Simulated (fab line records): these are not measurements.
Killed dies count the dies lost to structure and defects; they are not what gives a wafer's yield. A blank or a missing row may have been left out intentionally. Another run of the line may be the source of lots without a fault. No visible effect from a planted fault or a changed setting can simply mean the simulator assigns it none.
Struck lot and sound lot, side by side || flow n5Finfet || 38 out of 1938 route steps
Sound: these wafers, L650.1, L650.2, L650.5. Wafers struck: L657.2, L657.3, L657.6. At the end, the cause is stated.
For every step that has rows: the tool of each side, followed by ch and its chambers, followed by its first start. Under that, the readings that differ: sound wafers || struck wafers || difference of the means || sigmas: that difference in standard deviations of wafers without a fault.
alike: readings with means less than 2 such deviations apart, plus words and numbers identical on both sides. not compared: withheld readings, readings lacking a value on some wafer, bounds such as >300 that could conceal the same value, and numbers that have no deviation in the record and whose values overlap.
Wherever a step has rows on one side only, a row that says differs or no value, or a row with sigmas, the two part there. When numbers do not overlap yet have no deviation, they are printed without sigmas and do not part them. Lack of a reading on every wafer of one side parts them only where that side has two or more wafers.

first, 11 steps without rows for these wafers: N5_BEOL_M0_SAQP_STRIP_108 (strips in N2/H2); N5_BEOL_M0_SAQP_RECESS_109 (chemistry HF/NH3, target SiO2, target depth 3 nm, afs cycles 1, sublimation time 60 s); N5_BEOL_M0_SAQP_SPACER2_ALD_26 (deposits SiO2, target thk 15 nm, pulse time 1 s, purge time 2 s); N5_BEOL_M0_SAQP_SPACER2_ETCHBACK_27 (etches SiO2 in CHF3/O2, target depth 22.5 nm, time 11.25 s); N5_BEOL_M0_SAQP_MANDREL2_REMOVE_110 (chemistry HBr/Cl2/O2, target a-Si, stops on SiCN, bt time 10 s); N5_BEOL_M0_SAQP_COAT_69 (time 60 s, resist thk 90 nm); N5_BEOL_M0_SAQP_COAT_72 (time 60 s, resist thk 15 nm); N5_BEOL_M0_SAQP_COAT_87 (time 60 s, resist thk 5 nm); N5_BEOL_M0_SAQP_COAT_34 (resist thk 30 nm); N5_BEOL_M0_SAQP_EBR_36; N5_BEOL_M0_SAQP_SOFTBAKE_35 (time 60 s).
N5_BEOL_M0_SAQP_EXPOSE_37: exposes mask M0 CUT1, target cd 30 nm.
  sound on euvScanner-02 ch 0, day 6 03:57; struck on euvScanner-02 ch 0, day 7 17:33
{"reading": "exposureDoseMJCm2", "sound": "44.69 44.72 44.67", "struck": "40.08 40.02 39.98", "difference": -4.67, "sigmas": -20}
  alike: mask, reticleTempC
then, 2 steps without rows for these wafers: N5_BEOL_M0_SAQP_PEB_38 (peb time 60 s); N5_BEOL_M0_SAQP_DEVELOP_39 (develop time 30 s).
N5_BEOL_M0_SAQP_CD_MEAS_40: the cd target is 30 nm.
  sound on cdSem-03 ch 0, day 6 04:05; struck on cdSem-02 ch 0, day 7 17:41
{"reading": "cdNm (nm)", "sound": "30.50 30.31 30.14", "struck": "26.93 27.17 27.01", "difference": -3.28, "sigmas": -12}
N5_BEOL_M0_SAQP_DESCUM_45: chemistry O2, time 7 s.
  sound on rieDiel-06 ch 0,1,3, day 6 04:14; struck on rieDiel-03 ch 1,2, day 7 17:58
{"reading": "model.BEOL_M0_SAQP.cdNm (nm)", "sound": "30.2 30 30", "struck": "27.2 27.2 27.2", "difference": -2.9, "sigmas": ""}
  alike: drypumpMotorCurrentA, oesProductAu, rfFwdPowerW, rfVppV, showerheadPlenumPTorr, throttleValvePct
  not compared: rfHoursCounterH
then, 6 steps without rows for these wafers: N5_BEOL_M0_SAQP_ETCH_88 (etches underlayer in N2/H2, target depth 6.5 nm, time 5.2 s); N5_BEOL_M0_SAQP_ETCH_73 (etches SiARC in CF4, target depth 19.5 nm, time 32.5 s); N5_BEOL_M0_SAQP_CUT_ETCH_46 (etches SOC in N2/H2, target depth 135 nm, overetch 27 nm, time 202.5 s); N5_BEOL_M0_SAQP_STRIP_74 (strips in N2/H2); N5_BEOL_M0_SAQP_STRIP_89 (strips in N2/H2); N5_BEOL_M0_SAQP_ALD_48 (deposits SiO2, target thk 20 nm, pulse time 1 s, co reactant pulse time 1 s).
N5_BEOL_M0_SAQP_ETCH_49: etches SiO2 in CF4/O2, target depth 37 nm.
  sound on rieDiel-03 ch 2,3, day 6 05:03; struck on rieDiel-01 ch 0,2, day 7 18:59
{"reading": "model.BEOL_M0_SAQP.cdNm (nm)", "sound": "30.4 30.2 29.8", "struck": "27.2 27 27", "difference": -3.1, "sigmas": ""}
  alike: drypumpMotorCurrentA, oesProductAu, rfFwdPowerW, rfVppV, showerheadPlenumPTorr, throttleValvePct
  not compared: rfHoursCounterH
then, 13 steps without rows for these wafers: N5_BEOL_M0_SAQP_STRIP_75 (strips in CF4); N5_BEOL_M0_CUTY_COAT_50 (time 60 s, resist thk 15 nm); N5_BEOL_M0_CUTY_COAT_51 (resist thk 150 nm); N5_BEOL_M0_CUTY_EBR_52; N5_BEOL_M0_CUTY_SOFTBAKE_53 (time 60 s); N5_BEOL_M0_CUTY_EXPOSE_54 (exposes mask M0 ABLK); N5_BEOL_M0_CUTY_PEB_55 (peb time 60 s); N5_BEOL_M0_CUTY_DEVELOP_56 (develop time 30 s); N5_BEOL_M0_CUTY_DESCUM_61 (chemistry O2, time 7.9 s); N5_BEOL_M0_CUTY_ETCH_62 (etches SiARC in CF4, time 58.5 s); N5_BEOL_M0_CUTY_ETCH_63 (etches SOC in N2/H2, target depth 82.7 nm, overetch 16.5 nm, time 124 s); N5_BEOL_M0_CUTY_STRIP_64 (strips in N2/H2); N5_BEOL_M0_ETCH_138 (etches SiCN in CH3F/O2, target depth 12 nm, time 31.6 s).
N5_BEOL_M4_RC_MEAS_101:
  the record has rows for the sound wafers here (prober-02 ch 0, day 9 00:00) and none for the struck ones
-- the record jumps here: 6 days lie between the struck wafers' starts before and after (it left off in module BEOL_M4 and takes up again in module PASSIVATION, whose first step shown is number 1936 of the route) --
N5_PASSIVATION_PROBE_49:
  only the struck wafers here have rows in the record (prober-02, day 13 21:56); the sound ones have none

WHERE THEY PART
Earliest at N5_BEOL_M0_SAQP_EXPOSE_37; latest, in this record, at N5_PASSIVATION_PROBE_49.

WHY: the cause the simulator had injected
Process parameters drifting: euvScanner-02 at N5_BEOL_M0_SAQP_EXPOSE_37, beginning at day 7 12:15. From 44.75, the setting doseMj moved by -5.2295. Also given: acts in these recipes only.
